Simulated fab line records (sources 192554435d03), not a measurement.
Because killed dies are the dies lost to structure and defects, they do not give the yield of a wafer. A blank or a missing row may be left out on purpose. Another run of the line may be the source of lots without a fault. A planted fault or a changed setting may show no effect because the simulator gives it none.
Struck lot and sound lot, side by side + flow n5-finfet + 14 steps out of a route of 1938
Sound: the wafers L174.1, L174.2, L174.4. Wafers struck: L170.4, L170.5, L170.6. At the end, the cause is stated.
At each step with rows: each side's tool, then ch and its chambers, then its first start. Under that, the readings that differ: sound wafers + struck wafers + difference of the means + sigmas: that difference in standard deviations of wafers without a fault.
alike: a reading whose means differ by less than 2 such deviations, as well as words and numbers matching on both sides. not compared: withheld readings; readings where some wafer has no value; bounds like >300 that might hide an equal value; numbers whose values overlap and for which the record gives no deviation.
Wherever a step has rows on one side only, a row that says differs or no value, or a row with sigmas, the two part there. Non-overlapping numbers with no deviation appear without sigmas and do not part them. A reading missing from all wafers of one side parts the sides only when that side holds two or more wafers.

N5_BEOL_M0_SAQP_ETCH_88: etches underlayer in N2/H2, target depth 6.5 nm, time 5.2 s.
  sound on rie-diel-04 ch 0,1,2, day 11 06:43; struck on rie-diel-03 ch 0,3, day 10 04:14
  alike: drypump-motor-current-A, etch-rf-on-time-s, oes-product-au, rf-vpp-V, showerhead-plenum-p-Torr, throttle-valve-pct
  not compared: rf-hours-counter-h
N5_BEOL_M0_SAQP_ETCH_73: etches SiARC in CF4, target depth 19.5 nm, time 32.5 s.
  sound on rie-diel-04 ch 0,1,2, day 11 06:44; struck on rie-diel-03 ch 0,3, day 10 04:16
  alike: drypump-motor-current-A, etch-rf-on-time-s, oes-product-au, rf-vpp-V, showerhead-plenum-p-Torr, throttle-valve-pct
  not compared: rf-hours-counter-h
N5_BEOL_M0_SAQP_CUT_ETCH_46: etches SOC in N2/H2, target depth 135 nm, overetch 27 nm, time 202.5 s.
  sound on rie-diel-04 ch 0,1,2, day 11 06:46; struck on rie-diel-03 ch 0,3, day 10 04:17
  alike: drypump-motor-current-A, rf-vpp-V, showerhead-plenum-p-Torr, throttle-valve-pct
  not compared: rf-hours-counter-h
then, 3 steps without rows for these wafers: N5_BEOL_M0_SAQP_STRIP_74 (strips in N2/H2); N5_BEOL_M0_SAQP_STRIP_89 (strips in N2/H2); N5_BEOL_M0_SAQP_ALD_48 (deposits SiO2, target thk 20 nm, pulse time 1 s, co reactant pulse time 1 s).
N5_BEOL_M0_SAQP_ETCH_49: etches SiO2 in CF4/O2, target depth 37 nm.
  sound on rie-diel-04 ch 1,2,3, day 11 07:38; struck on rie-diel-03 ch 1,2,3, day 10 05:01
  alike: drypump-motor-current-A, oes-product-au, rf-vpp-V, showerhead-plenum-p-Torr, throttle-valve-pct
  not compared: rf-hours-counter-h
N5_BEOL_M0_SAQP_STRIP_75: strips in CF4.
  sound on rie-diel-04 ch 1,2,3, day 11 07:44; struck on rie-diel-03 ch 1,2,3, day 10 05:07
  alike: drypump-motor-current-A, oes-product-au, rf-vpp-V, showerhead-plenum-p-Torr, throttle-valve-pct
  not compared: rf-hours-counter-h
then, 4 steps without rows for these wafers: N5_BEOL_M0_CUTY_COAT_50 (time 60 s, resist thk 15 nm); N5_BEOL_M0_CUTY_COAT_51 (resist thk 150 nm); N5_BEOL_M0_CUTY_EBR_52; N5_BEOL_M0_CUTY_SOFTBAKE_53 (time 60 s).
N5_BEOL_M0_CUTY_EXPOSE_54: exposes mask M0 ABLK.
  sound on arfi-scanner-01 ch 0, day 11 08:01; struck on arfi-scanner-01, day 10 05:25
  no value came back on the struck wafers for exposure-dose-mJ-cm2, focus-offset-nm (nm); on the sound wafers exposure-dose-mJ-cm2 reads 35.99 35.99 35.96
  alike: mask
then, 1 step without rows for these wafers: N5_BEOL_M0_CUTY_PEB_55 (peb time 60 s).

## WHERE THEY PART
Within this record, at N5_BEOL_M0_CUTY_EXPOSE_54 only.

WHY: whatever the simulator had introduced
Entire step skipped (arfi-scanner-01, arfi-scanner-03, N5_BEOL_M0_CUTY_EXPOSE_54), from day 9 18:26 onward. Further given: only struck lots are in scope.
